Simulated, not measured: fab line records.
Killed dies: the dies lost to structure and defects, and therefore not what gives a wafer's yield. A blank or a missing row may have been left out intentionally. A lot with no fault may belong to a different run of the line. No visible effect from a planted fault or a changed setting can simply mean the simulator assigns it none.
fab line records ; flow n5Finfet
record lots=7; wafers=21
route steps=1938 shown BEOL_M4@1037 BEOL_M5@1116 BEOL_M6@1212
startH: hours from the record's opening day to when the first of the lot's shown wafers began ; waitH: time in hours since the lot's previous step ; " unchanged from the row above ; L1.1+2: a row that stands for several wafers ; - no value, or no start was given ; * or withheld: withheld ; < > ~ a bound
route shown NAME@n: names a module that has steps shown in the file, with the first one's number in the route ; usual: the fault-free wafers' mean and standard deviation ; same: alike in all rows ; chamber/n: place in a boat ; sites: readings site by site ; _std_site: the values' standard deviation ; _edge_site: outer sites' mean less inner sites' ; radiusMm: for every site, how far away it sits from the centre of the wafer ; mask NAME#n: copy n ; behind: the last tool/chamber to shape the wafer ; hold: cause of the lot's hold/its duration in hours/its outcome ; device: the n, p or np transistor that did not switch ; end of line: the same wafers' tests at the end of the route ; a step given without rows: its recipe and nothing more ; killed: dies lost to structure and defects at the first sort, not the wafer's yield ; map: dies across one wafer; x = killed, . = not, _ = none there
set.NAME: setting as actually run; set.NAME@STEP: the setting as run at that earlier step ; model.NAME: the simulator's own value behind a step, which no gauge read
lots with deliberately changed settings; one table per step, one row per wafer
## steps
# step N5_BEOL_M4_DESCUM_16
# recipe chemistry=O2; timeS=7; sourcePowerW=50; biasPowerW=20; pressureMtorr=20; rfFrequencyHz=2.712e+07; tempC=40; resist=CAR-EUV; o2FlowSccm=225
lot.wafer;tool;chamber;startH;waitH;set.timeS;model.CAR-EUV_of_BEOL_M4_COAT_05.thkNm
L075.1+2+5;rieDiel-06;3,2,3;168.83;0.0;7;26
L080.1+3+4;rieDiel-05;0,3,2;188.76;0.0;7;26.2
L086.2+3;rieDiel-02;2,3;223.60;0.0;8.244;25.4
L086.4;rieDiel-02;1;223.60;0.0;7;26
L087.1+3+5;rieDiel-06;3,0,0;241.00;0.0;7;26
L093.1;rieDiel-06;0;269.94;0.5;5.859;26.6
L093.4;rieDiel-06;3;269.94;0.5;7;26
L093.6;rieDiel-06;0;269.94;0.5;7;26.2
L095.1;rieDiel-05;2;283.61;0.1;6.518;26.2
L095.4;rieDiel-05;1;283.61;0.1;6.518;26.4
L095.6;rieDiel-05;1;283.61;0.1;7;26
L097.1;rieDiel-02;1;303.57;0.0;7;26
L097.4;rieDiel-02;0;303.57;0.0;5.98;26.4
L097.5;rieDiel-02;2;303.57;0.0;5.98;26.6
# step N5_BEOL_M4_ETCH_74
# recipe chemistry=N2/H2; target=underlayer; targetDepthA=65; maskMaterial=CAR-EUV; timeS=5.2; ionEnergyEv=200; pressureMtorr=30; sourceW=840; biasW=150; n2FlowSccm=200; h2FlowSccm=200; ends=cleared
lot.wafer;tool;chamber;startH;waitH;set.timeS@BEOL_M4_DESCUM_16;model.CAR-EUV_of_BEOL_M4_COAT_05.thkNm
L075.1+2+5;rieDiel-06;3,2,3;168.86;0.0;7;20.2
L080.1+3+4;rieDiel-05;0,3,2;188.79;0.0;7;20.4
L086.2+3;rieDiel-02;2,3;223.64;0.0;8.244;19.6
L086.4;rieDiel-02;1;223.64;0.0;7;20.4
L087.1;rieDiel-06;3;241.04;0.0;7;20.4
L087.3+5;rieDiel-06;0;241.04;0.0;7;20.2
L093.1;rieDiel-06;0;269.98;0.0;5.859;20.8
L093.4+6;rieDiel-06;3,0;269.98;0.0;7;20.4
L095.1;rieDiel-05;2;283.64;0.0;6.518;20.6
L095.4;rieDiel-05;1;283.64;0.0;6.518;20.8
L095.6;rieDiel-05;1;283.64;0.0;7;20.2
L097.1;rieDiel-02;1;303.60;0.0;7;20.2
L097.4+5;rieDiel-02;0,2;303.60;0.0;5.98;20.8
# step N5_BEOL_M4_ETCH_63
# recipe chemistry=CF4; target=SiARC; targetDepthA=156; maskMaterial=CAR-EUV; timeS=26; ionEnergyEv=80; pressureMtorr=40; sourceW=545; biasW=36; Ar_flow_sccm=100; cf4FlowSccm=100; ends=cleared
lot.wafer;tool;chamber;startH;waitH;set.timeS@BEOL_M4_DESCUM_16;model.CAR-EUV_of_BEOL_M4_COAT_05.thkNm
L075.1+2+5;rieDiel-06;3,2,3;168.88;0.0;7;11
L080.1+4;rieDiel-05;0,2;188.81;0.0;7;11.2
L080.3;rieDiel-05;3;188.81;0.0;7;11.4
L086.2+3;rieDiel-02;2,3;223.65;0.0;8.244;10.4
L086.4;rieDiel-02;1;223.65;0.0;7;11.2
L087.1;rieDiel-06;3;241.05;0.0;7;11.2
L087.3+5;rieDiel-06;0;241.05;0.0;7;11
L093.1;rieDiel-06;0;270.00;0.0;5.859;11.6
L093.4+6;rieDiel-06;3,0;270.00;0.0;7;11.2
L095.1+4;rieDiel-05;2,1;283.66;0.0;6.518;11.4
L095.6;rieDiel-05;1;283.66;0.0;7;11
L097.1;rieDiel-02;1;303.62;0.0;7;11
L097.4+5;rieDiel-02;0,2;303.62;0.0;5.98;11.6
# step N5_BEOL_M4_ETCH_64
# recipe chemistry=N2/H2; target=SOC; targetDepthA=750; overetchA=225; maskMaterial=SiARC; tempC=40; timeS=121.9; ionEnergyEv=200; pressureMtorr=30; sourceW=840; biasW=150; n2FlowSccm=200; h2FlowSccm=200
lot.wafer;tool;chamber;startH;waitH;set.timeS;model.SiARC_of_BEOL_M4_COAT_62.thkNm
L075.1+5;rieDiel-06;3;168.91;0.0;121.9;6.6
L075.2;rieDiel-06;2;168.91;0.0;121.9;6.4
L080.1;rieDiel-05;0;188.84;0.0;121.9;6.4
L080.3;rieDiel-05;3;188.84;0.0;121.9;6.6
L080.4;rieDiel-05;2;188.84;0.0;121.9;6.2
L086.2;rieDiel-02;2;223.68;0.0;108.9;7
L086.3;rieDiel-02;3;223.68;0.0;108.9;6.8
L086.4;rieDiel-02;1;223.68;0.0;121.9;6.2
L087.1;rieDiel-06;3;241.08;0.0;104;7.4
L087.3;rieDiel-06;0;241.08;0.0;121.9;6.2
L087.5;rieDiel-06;0;241.08;0.0;104;7.2
L093.1;rieDiel-06;0;270.02;0.0;113.1;6.8
L093.4;rieDiel-06;3;270.02;0.0;113.1;7
L093.6;rieDiel-06;0;270.02;0.0;113.1;6.6
L095.1+6;rieDiel-05;2,1;283.69;0.0;121.9;6.2
L095.4;rieDiel-05;1;283.69;0.0;104.5;7
L097.1;rieDiel-02;1;303.65;0.0;121.9;6.2
L097.4;rieDiel-02;0;303.65;0.0;137.2;5.6
L097.5;rieDiel-02;2;303.65;0.0;121.9;6.4
# step N5_BEOL_M5_HM_DEP_02
# recipe material=TiN; targetThkA=200; tempC=25; chamberPressurePa=0.49996
lot.wafer;tool;chamber;startH;waitH;set.targetThkA;model.TiN_of_BEOL_M5_HM_DEP_02.thkNm
L075.1+5;pvdSputter-01;-;177.88;1.1;200;20.2
L075.2;pvdSputter-01;-;177.88;1.1;200;19.8
L080.1+3;pvdSputter-01;-;202.17;0.5;200;20.2
L080.4;pvdSputter-01;-;202.17;0.5;181.7;18.2
L086.2;pvdSputter-03;-;238.85;1.8;200;20.4
L086.3;pvdSputter-03;-;238.85;1.8;179.9;18.4
L086.4;pvdSputter-03;-;238.85;1.8;179.9;18.2
L087.1+3;pvdSputter-01;-;252.44;0.7;223.5;22.2
L087.5;pvdSputter-01;-;252.44;0.7;200;20.2
L093.1;pvdSputter-01;-;284.44;1.0;200;20.2
L093.4;pvdSputter-01;-;284.44;1.0;200;20.6
L093.6;pvdSputter-01;-;284.44;1.0;179.6;18
L095.1;pvdSputter-01;-;296.80;0.3;200;20.4
L095.4;pvdSputter-01;-;296.80;0.3;200;19.8
L095.6;pvdSputter-01;-;296.80;0.3;200;20.2
L097.1;pvdSputter-01;-;316.83;1.5;220;22.4
L097.4;pvdSputter-01;-;316.83;1.5;200;20.4
L097.5;pvdSputter-01;-;316.83;1.5;220;22.6
# step N5_BEOL_M5_COAT_60
# recipe resist=SiARC; tempC=220; timeS=60; spinRpm=1500; resistThkNm=12
lot.wafer;tool;chamber;startH;waitH;set.spinRpm;model.SiARC_of_BEOL_M5_COAT_60.thkNm
L075.1+2+5;lithoTrack-05;0;-;-;1500;12
L080.1+4;lithoTrack-03;0;-;-;1396;12.4
L080.3;lithoTrack-03;0;-;-;1500;12
L086.2+3+4;lithoTrack-05;0;-;-;1500;12
L087.1+3+5;lithoTrack-02;0;-;-;1500;12
L093.1+6;lithoTrack-03;0;-;-;1500;12
L093.4;lithoTrack-03;0;-;-;1428;12.2
L095.1;lithoTrack-03;0;-;-;1500;12
L095.4+6;lithoTrack-03;0;-;-;1588;11.6
L097.1+4+5;lithoTrack-02;0;-;-;1500;12
# step N5_BEOL_M5_COAT_71
# recipe resist=underlayer; tempC=205; timeS=60; spinRpm=1500; resistThkNm=5
# step N5_BEOL_M5_COAT_05
# recipe resist=CAR-EUV; spinRpm=1500; resistThkNm=30
# step N5_BEOL_M5_DESCUM_16
# recipe chemistry=O2; timeS=7; sourcePowerW=50; biasPowerW=20; pressureMtorr=20; rfFrequencyHz=2.712e+07; tempC=40; resist=CAR-EUV; o2FlowSccm=225
# step N5_BEOL_M5_ETCH_72
# recipe chemistry=N2/H2; target=underlayer; targetDepthA=65; maskMaterial=CAR-EUV; timeS=5.2; ionEnergyEv=200; pressureMtorr=30; sourceW=840; biasW=150; n2FlowSccm=200; h2FlowSccm=200; ends=cleared
# step N5_BEOL_M5_ETCH_61
# recipe chemistry=CF4; target=SiARC; targetDepthA=156; maskMaterial=CAR-EUV; timeS=26; ionEnergyEv=80; pressureMtorr=40; sourceW=545; biasW=36; Ar_flow_sccm=100; cf4FlowSccm=100; ends=cleared
lot.wafer;tool;chamber;startH;waitH;set.spinRpm@BEOL_M5_COAT_60;model.etch.depthNm
L075.1+5;rieDiel-04;2,0;178.46;0.0;1500;12.04
L075.2;rieDiel-04;1;178.46;0.0;1500;12.01
L080.1;rieDiel-01;3;202.73;0.0;1396;12.43
L080.3;rieDiel-01;2;202.73;0.0;1500;12
L080.4;rieDiel-01;0;202.73;0.0;1396;12.46
L086.2;rieDiel-01;3;239.42;0.0;1500;12
L086.3+4;rieDiel-01;1,0;239.42;0.0;1500;11.99
L087.1+5;rieDiel-04;2,1;253.00;0.0;1500;11.98
L087.3;rieDiel-04;1;253.00;0.0;1500;12
L093.1;rieDiel-04;0;285.13;0.0;1500;11.98
L093.4;rieDiel-04;1;285.13;0.0;1428;12.28
L093.6;rieDiel-04;1;285.13;0.0;1500;12.03
L095.1;rieDiel-01;2;297.46;0.0;1500;12.03
L095.4;rieDiel-01;3;297.46;0.0;1588;11.69
L095.6;rieDiel-01;0;297.46;0.0;1588;11.7
L097.1;rieDiel-03;2;317.60;0.0;1500;12.01
L097.4;rieDiel-03;1;317.60;0.0;1500;12
L097.5;rieDiel-03;0;317.60;0.0;1500;12.03
# step N5_BEOL_M5_ETCH_62
# recipe chemistry=N2/H2; target=SOC; targetDepthA=750; overetchA=150; maskMaterial=SiARC; tempC=40; timeS=112.5; ionEnergyEv=200; pressureMtorr=30; sourceW=840; biasW=150; n2FlowSccm=200; h2FlowSccm=200
# step N5_BEOL_M5_STRIP_63
# recipe chemistry=N2/H2; tempC=40; n2FlowSccm=200; h2FlowSccm=200; rfFrequencyHz=6e+07
# step N5_BEOL_M5_STRIP_73
# recipe chemistry=N2/H2; tempC=40; n2FlowSccm=200; h2FlowSccm=200; rfFrequencyHz=6e+07
# step N5_BEOL_M5_STRIP_64
# recipe chemistry=CF4; resist=SiARC; powerW=300; biasPowerW=75; pressureMtorr=50; cf4FlowSccm=150; rfFrequencyHz=6e+07
# step N5_BEOL_M5_HM_OPEN_17
# recipe chemistry=Cl2/BCl3; targetDepthA=200; overetchA=60; target=TiN; maskMaterial=SOC; ionEnergyEv=150; pressureMtorr=10; icpW=1000; biasW=126; Cl2_flow_sccm=53.25; bcl3FlowSccm=21.75; Ar_flow_sccm=25
lot.wafer;tool;chamber;startH;waitH;set.targetThkA@BEOL_M5_HM_DEP_02;model.etch.depthNm
L075.1;rieMetal-03;1;178.66;0.0;200;20.23
L075.2;rieMetal-03;0;178.66;0.0;200;19.89
L075.5;rieMetal-03;0;178.66;0.0;200;20.17
L080.1+3;rieMetal-01;0;202.93;0.0;200;20.14
L080.4;rieMetal-01;1;202.93;0.0;181.7;18.19
L086.2;rieMetal-03;0;239.61;0.0;200;20.45
L086.3;rieMetal-03;1;239.61;0.0;179.9;18.38
L086.4;rieMetal-03;0;239.61;0.0;179.9;18.28
L087.1;rieMetal-02;0;253.20;0.0;223.5;22.26
L087.3;rieMetal-02;1;253.20;0.0;223.5;22.22
L087.5;rieMetal-02;1;253.20;0.0;200;20.29
L093.1;rieMetal-01;1;285.33;0.0;200;20.19
L093.4;rieMetal-01;1;285.33;0.0;200;20.51
L093.6;rieMetal-01;0;285.33;0.0;179.6;18.03
L095.1;rieMetal-03;0;297.65;0.0;200;20.33
L095.4;rieMetal-03;1;297.65;0.0;200;19.8
L095.6;rieMetal-03;0;297.65;0.0;200;20.26
L097.1;rieMetal-03;0;317.79;0.0;220;22.42
L097.4;rieMetal-03;0;317.79;0.0;200;20.38
L097.5;rieMetal-03;1;317.79;0.0;220;22.57
# step N5_BEOL_M6_ETCH_62
# recipe chemistry=N2/H2; target=SOC; targetDepthA=1100; overetchA=220; maskMaterial=SiARC; tempC=40; timeS=165; ionEnergyEv=200; pressureMtorr=30; sourceW=840; biasW=150; n2FlowSccm=200; h2FlowSccm=200
lot.wafer;tool;chamber;startH;waitH;set.timeS;model.SiARC_of_BEOL_M6_COAT_60.thkNm
L075.1+5;rieDiel-06;1,2;190.98;0.0;165;28.2
L075.2;rieDiel-06;0;190.98;0.0;165;28
L080.1+4;rieDiel-02;1,2;214.26;0.0;131;29.8
L080.3;rieDiel-02;0;214.26;0.0;165;28.2
L086.2;rieDiel-05;3;250.37;0.0;165;28.8
L086.3;rieDiel-05;2;250.37;0.0;130.3;29.6
L086.4;rieDiel-05;1;250.37;0.0;165;28.2
L087.1+5;rieDiel-02;1;266.38;0.1;165;28.4
L087.3;rieDiel-02;1;266.38;0.1;165;28.2
L093.1+4;rieDiel-06;1,2;297.47;0.0;165;28.2
L093.6;rieDiel-06;3;297.47;0.0;134.4;29.8
L095.1;rieDiel-02;2;310.51;0.0;165;28.4
L095.4;rieDiel-02;1;310.51;0.0;165;28.2
L095.6;rieDiel-02;1;310.51;0.0;136.2;29.6
L097.1;rieDiel-05;0;331.84;0.0;165;28.6
L097.4;rieDiel-05;3;331.84;0.0;165;29
L097.5;rieDiel-05;3;331.84;0.0;165;28.8
# step N5_BEOL_M6_COAT_22
# recipe resist=CAR-EUV; spinRpm=1500; resistThkNm=30
lot.wafer;tool;chamber;startH;waitH;set.spinRpm;model.CAR-EUV_of_BEOL_M6_COAT_22.thkNm
L075.1+2+5;lithoTrack-02;0;-;-;1500;30
L080.1;lithoTrack-04;0;-;-;1369;31.4
L080.3+4;lithoTrack-04;0;-;-;1500;30
L086.2;lithoTrack-02;0;-;-;1500;30
L086.3+4;lithoTrack-02;0;-;-;1387;31.2
L087.1+5;lithoTrack-04;0;-;-;1500;30
L087.3;lithoTrack-04;0;-;-;1500;29.8
L093.1+4;lithoTrack-01;0;-;-;1654;28.6
L093.6;lithoTrack-01;0;-;-;1500;30
L095.1+6;lithoTrack-02;0;-;-;1500;30
L095.4;lithoTrack-02;0;-;-;1557;29.4
L097.1+5;lithoTrack-02;0;-;-;1500;30
L097.4;lithoTrack-02;0;-;-;1555;29.4
# step N5_BEOL_M6_TRENCH_ETCH_37
# recipe chemistry=C4F6/O2; targetDepthA=944.35; target=SiCOH_lowk; timeS=31.5; ionEnergyEv=250; pressureMtorr=30; sourceW=345; biasW=185; Ar_flow_sccm=300; C4F6_flow_sccm=10; O2_flow_sccm=10
lot.wafer;tool;chamber;startH;waitH;set.timeS;model.etch.depthNm;model.BEOL_M6.featureDepthNm
L075.1;rieDiel-05;2;-;-;31.5;94.4;94.4
L075.2;rieDiel-05;3;-;-;31.5;91.97;92
L075.5;rieDiel-05;2;-;-;31.5;94.03;94
L080.1;rieDiel-02;0;-;-;31.5;96.27;96.2
L080.3;rieDiel-02;3;-;-;31.5;94.11;94.2
L080.4;rieDiel-02;2;-;-;31.5;93.48;93.4
L086.2;rieDiel-05;2;-;-;31.5;93.77;93.8
L086.3;rieDiel-05;3;-;-;31.5;91.25;91.2
L086.4;rieDiel-05;0;-;-;38.58;115.4;115.4
L087.1;rieDiel-06;3;-;-;31.5;91.82;91.8
L087.3;rieDiel-06;1;-;-;31.5;95.01;95
L087.5;rieDiel-06;0;-;-;31.5;94.77;94.8
L093.1;rieDiel-06;2;-;-;31.5;95.44;95.4
L093.4;rieDiel-06;2;-;-;33.72;101.3;101.4
L093.6;rieDiel-06;3;-;-;33.72;97.01;97
L095.1;rieDiel-05;3;-;-;31.5;92.44;92.4
L095.4;rieDiel-05;0;-;-;34.24;102.6;102.6
L095.6;rieDiel-05;3;-;-;34.24;99.39;99.4
L097.1;rieDiel-02;1;-;-;25.95;78.52;78.6
L097.4;rieDiel-02;3;-;-;25.95;79.39;79.4
L097.5;rieDiel-02;1;-;-;25.95;78.2;78.2
# step N5_BEOL_M6_ETCH_41
# recipe chemistry=CH3F/O2; target=SiCN; targetDepthA=297; taperDeg=2; timeS=52; ionEnergyEv=120; maskMaterial=TiN; pressureMtorr=30; sourceW=395; biasW=75; Ar_flow_sccm=150; CH3F_flow_sccm=30; O2_flow_sccm=20
# step N5_BEOL_M6_STRIP_80
# recipe chemistry=N2/H2; timeS=10; powerW=450; tempC=40; pressureMtorr=20; rfFrequencyHz=6e+07; biasPowerW=7; n2FlowSccm=200; h2FlowSccm=200
# step N5_BEOL_M6_OCD_MEAS_38
# usual trenchDepthNm=94.1/1.8
lot.wafer;tool;chamber;startH;waitH;set.timeS@BEOL_M6_TRENCH_ETCH_37;trenchDepthNm
L075.1;ocd-01;-;194.15;-;31.5;94.5
L075.2;ocd-01;-;194.15;-;31.5;92.2
L075.5;ocd-01;-;194.15;-;31.5;94.3
L080.1;ocd-01;-;215.61;-;31.5;95.7
L080.3;ocd-01;-;215.61;-;31.5;94.5
L080.4;ocd-01;-;215.61;-;31.5;93.8
L086.2;ocd-02;-;251.98;-;31.5;94.0
L086.3;ocd-02;-;251.98;-;31.5;88.9
L086.4;ocd-02;-;251.98;-;38.58;115.5
L087.1;ocd-01;-;271.03;-;31.5;92.2
L087.3;ocd-01;-;271.03;-;31.5;94.4
L087.5;ocd-01;-;271.03;-;31.5;95.1
L093.1;ocd-01;-;300.68;-;31.5;95.6
L093.4;ocd-01;-;300.68;-;33.72;101.8
L093.6;ocd-01;-;300.68;-;33.72;91.2
L095.1;ocd-02;-;312.16;-;31.5;92.3
L095.4;ocd-02;-;312.16;-;34.24;102.4
L095.6;ocd-02;-;312.16;-;34.24;98.9
L097.1;ocd-01;-;335.64;-;25.95;78.5
L097.4;ocd-01;-;335.64;-;25.95;79.3
L097.5;ocd-01;-;335.64;-;25.95;78.2
# step N5_BEOL_M6_ALD_77
# recipe material=TaN; targetThkA=20; tempC=275; aldPrecursorFamily=PDMAT; aldCoReactant=NH3; pressureTorr=3; carrierFlowSccm=1500; pulseTimeS=2; purgeTimeS=3; coReactantPurgeTimeS=2; coReactantPulseTimeS=3; aldCycles=40; precursorVesselTempC=75; precursorVesselPressureTorr=26.25; precursorVesselCarrierSccm=1000
lot.wafer;tool;chamber;startH;waitH;set.coReactantPulseTimeS
L075.1+2+5;aldMetal-01;0,1,1;194.92;0.0;3
L080.1+3;aldMetal-03;0,1;216.46;0.0;2.776
L080.4;aldMetal-03;3;216.46;0.0;3
L086.2;aldMetal-04;3;252.64;0.0;3
L086.3+4;aldMetal-04;1,0;252.64;0.0;2.369
L087.1+3+5;aldMetal-01;2,0,0;272.08;0.3;3
L093.1;aldMetal-03;0;301.44;0.1;3.639
L093.4+6;aldMetal-03;3,2;301.44;0.1;3
L095.1+6;aldMetal-03;3,2;313.01;0.2;3.229
L095.4;aldMetal-03;3;313.01;0.2;3
L097.1+4;aldMetal-03;1,3;338.35;0.1;2.686
L097.5;aldMetal-03;0;338.35;0.1;3
# step N5_BEOL_M6_SURFACE_TREAT_79
# recipe gas=Ar; timeS=*; ionEnergyEv=*; ionCurrentMaCm2=0.5; pressureMtorr=*; arFlowSccm=30
# step N5_BEOL_M6_CVD_78
# recipe material=Co; targetThkA=20; tempC=withheld; precursor=CCTBA/H2; pressureTorr=30; timeS=142.3
# step N5_BEOL_M6_ECD_50
# recipe material=Cu; targetThkA=3000
# step N5_BEOL_M6_ANNEAL_51
# recipe tempC=225; timeS=90; ambient=N2
# step N5_BEOL_M6_CMP_52
# recipe stopOn=SiCOH_lowk; tOverpolishS=6.9; downForcePsi=1; platenRpm=50; clearingPlatenDownForcePsi=1.5; clearingPlatenRpm=50; postCmpClean=cuAlkaline; targetThkNm=80; clearingPlatenPadVelocityMS=0.99484; padVelocityMS=0.99484
lot.wafer;tool;chamber;startH;waitH;set.timeS@BEOL_M6_TRENCH_ETCH_37;model.Cu_of_BEOL_M6_ECD_50.thkNm
L075.1;cmp-01;0;196.72;0.3;31.5;78.2
L075.2;cmp-01;2;196.72;0.3;31.5;75.4
L075.5;cmp-01;0;196.72;0.3;31.5;78
L080.3;cmp-04;2;218.91;0.2;31.5;80.2
L080.4;cmp-04;3;218.91;0.2;31.5;79.4
L080.1;cmp-04;0;218.91;0.2;31.5;82.6
L086.3;cmp-04;1;253.95;0.2;31.5;75.8
L086.2;cmp-04;3;253.95;0.2;31.5;78.2
L086.4;cmp-04;0;253.95;0.2;38.58;102
L087.1;cmp-03;0;276.85;0.3;31.5;75.4
L087.3;cmp-03;1;276.85;0.3;31.5;80.8
L087.5;cmp-03;0;276.85;0.3;31.5;79.6
L093.4;cmp-03;2;303.90;0.3;33.72;86
L093.1;cmp-03;0;303.90;0.3;31.5;79.6
L093.6;cmp-03;2;303.90;0.3;33.72;81.8
L095.4;cmp-01;0;314.30;0.2;34.24;87.4
L095.1;cmp-01;1;314.30;0.2;31.5;76.8
L095.6;cmp-01;0;314.30;0.2;34.24;82.6
L097.1;cmp-03;0;339.56;0.3;25.95;64
L097.4;cmp-03;1;339.56;0.3;25.95;65.6
L097.5;cmp-03;3;339.56;0.3;25.95;63.8
# step N5_BEOL_M6_THK_MEAS_53
# recipe thkMeasGauge=xrf; reads=Cu_of_BEOL_M6_ECD_50
# usual M6_THK=79.0/2.4
lot.wafer;tool;chamber;startH;waitH;set.timeS@BEOL_M6_TRENCH_ETCH_37;M6_THK[nm]
L075.1;filmMetro-02;-;196.97;-;31.5;79.0
L075.2;filmMetro-02;-;196.97;-;31.5;75.4
L075.5;filmMetro-02;-;196.97;-;31.5;78.3
L080.1;filmMetro-02;-;219.21;-;31.5;83.3
L080.3;filmMetro-02;-;219.21;-;31.5;80.8
L080.4;filmMetro-02;-;219.21;-;31.5;80.4
L086.2;filmMetro-02;-;254.25;-;31.5;78.1
L086.3;filmMetro-02;-;254.25;-;31.5;75.9
L086.4;filmMetro-02;-;254.25;-;38.58;101.8
L087.1;filmMetro-01;-;277.11;-;31.5;74.7
L087.3;filmMetro-01;-;277.11;-;31.5;79.8
L087.5;filmMetro-01;-;277.11;-;31.5;78.8
L093.1;filmMetro-01;-;304.20;-;31.5;79.0
L093.4;filmMetro-01;-;304.20;-;33.72;85.0
L093.6;filmMetro-01;-;304.20;-;33.72;81.4
L095.1;filmMetro-01;-;314.56;-;31.5;76.1
L095.4;filmMetro-01;-;314.56;-;34.24;85.8
L095.6;filmMetro-01;-;314.56;-;34.24;81.3
L097.1;filmMetro-01;-;339.78;-;25.95;62.8
L097.4;filmMetro-01;-;339.78;-;25.95;64.5
L097.5;filmMetro-01;-;339.78;-;25.95;62.8
# step N5_BEOL_M6_PRE_CLEAN_55
# recipe gas=NH3; timeS=15; tempC=withheld; rfPowerW=300
# step N5_BEOL_M6_DEP_56
# recipe material=SiCN; targetThkA=100; tempC=withheld; precursor=3MS/NH3; pressureTorr=3; rfW=202; timeS=17.5
# step N5_BEOL_M6_RS_MEAS_57
# recipe thkMeasGauge=four-point-probe; reads=Cu_of_BEOL_M6_ECD_50+Co_of_BEOL_M6_CVD_78+TaN_of_BEOL_M6_ALD_77
# usual M6_RS=0.289/0.0096
lot.wafer;tool;chamber;startH;waitH;set.timeS@BEOL_M6_TRENCH_ETCH_37;M6_RS[ohm/sq]
L075.1;filmMetro-02;-;197.11;0.1;31.5;0.295
L075.2;filmMetro-02;-;197.11;0.1;31.5;0.307
L075.5;filmMetro-02;-;197.11;0.1;31.5;0.295
L080.1;filmMetro-01;-;219.34;0.1;31.5;0.275
L080.3;filmMetro-01;-;219.34;0.1;31.5;0.285
L080.4;filmMetro-01;-;219.34;0.1;31.5;0.288
L086.2;filmMetro-02;-;254.41;0.1;31.5;0.294
L086.3;filmMetro-02;-;254.41;0.1;31.5;0.305
L086.4;filmMetro-02;-;254.41;0.1;38.58;0.215
L087.1;filmMetro-01;-;277.24;0.1;31.5;0.306
L087.3;filmMetro-01;-;277.24;0.1;31.5;0.282
L087.5;filmMetro-01;-;277.24;0.1;31.5;0.287
L093.1;filmMetro-01;-;304.33;0.1;31.5;0.288
L093.4;filmMetro-01;-;304.33;0.1;33.72;0.262
L093.6;filmMetro-01;-;304.33;0.1;33.72;0.278
L095.1;filmMetro-02;-;314.69;0.1;31.5;0.300
L095.4;filmMetro-02;-;314.69;0.1;34.24;0.258
L095.6;filmMetro-02;-;314.69;0.1;34.24;0.275
L097.1;filmMetro-02;-;339.91;0.1;25.95;0.374
L097.4;filmMetro-02;-;339.91;0.1;25.95;0.363
L097.5;filmMetro-02;-;339.91;0.1;25.95;0.374
## key
split step=N5_BEOL_M4_DESCUM_16; setting=timeS; stated=7; by=wafer
response step=N5_BEOL_M4_DESCUM_16; reading=model.CAR-EUV_of_BEOL_M4_COAT_05.thkNm; change=-0.0335; per=1%; r=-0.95
response step=N5_BEOL_M4_ETCH_74; reading=model.CAR-EUV_of_BEOL_M4_COAT_05.thkNm; change=-0.0391; per=1%; r=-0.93
response step=N5_BEOL_M4_ETCH_63; reading=model.CAR-EUV_of_BEOL_M4_COAT_05.thkNm; change=-0.0383; per=1%; r=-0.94
split step=N5_BEOL_M4_ETCH_64; setting=timeS; stated=121.9; by=wafer
response step=N5_BEOL_M4_ETCH_64; reading=model.SiARC_of_BEOL_M4_COAT_62.thkNm; change=-0.0635; per=1%; r=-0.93
split step=N5_BEOL_M5_HM_DEP_02; setting=targetThkA; stated=200; by=wafer
response step=N5_BEOL_M5_HM_DEP_02; reading=model.TiN_of_BEOL_M5_HM_DEP_02.thkNm; change=+0.206; per=1%; r=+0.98
response step=N5_BEOL_M5_HM_OPEN_17; reading=model.etch.depthNm; change=+0.203; per=1%; r=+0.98
split step=N5_BEOL_M5_COAT_60; setting=spinRpm; stated=1500; by=wafer
response step=N5_BEOL_M5_COAT_60; reading=model.SiARC_of_BEOL_M5_COAT_60.thkNm; change=-0.0576; per=1%; r=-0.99
response step=N5_BEOL_M5_ETCH_61; reading=model.etch.depthNm; change=-0.0609; per=1%; r=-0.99
split step=N5_BEOL_M6_ETCH_62; setting=timeS; stated=165; by=wafer
response step=N5_BEOL_M6_ETCH_62; reading=model.SiARC_of_BEOL_M6_COAT_60.thkNm; change=-0.0716; per=1%; r=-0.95
split step=N5_BEOL_M6_COAT_22; setting=spinRpm; stated=1500; by=wafer
response step=N5_BEOL_M6_COAT_22; reading=model.CAR-EUV_of_BEOL_M6_COAT_22.thkNm; change=-0.151; per=1%; r=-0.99
split step=N5_BEOL_M6_TRENCH_ETCH_37; setting=timeS; stated=31.5; by=wafer
response step=N5_BEOL_M6_TRENCH_ETCH_37; reading=model.etch.depthNm; change=+0.975; per=1%; r=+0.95
response step=N5_BEOL_M6_TRENCH_ETCH_37; reading=model.BEOL_M6.featureDepthNm; change=+0.977; per=1%; r=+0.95
response step=N5_BEOL_M6_OCD_MEAS_38; reading=trenchDepthNm; change=+0.981; per=1%; r=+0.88
response step=N5_BEOL_M6_CMP_52; reading=model.Cu_of_BEOL_M6_ECD_50.thkNm; change=+1.05; per=1%; r=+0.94
response step=N5_BEOL_M6_THK_MEAS_53; reading=M6_THK; change=+1.03; per=1%; r=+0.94
response step=N5_BEOL_M6_RS_MEAS_57; reading=M6_RS; change=-0.00365; per=1%; r=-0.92
split step=N5_BEOL_M6_ALD_77; setting=coReactantPulseTimeS; stated=3; by=wafer
response none clear
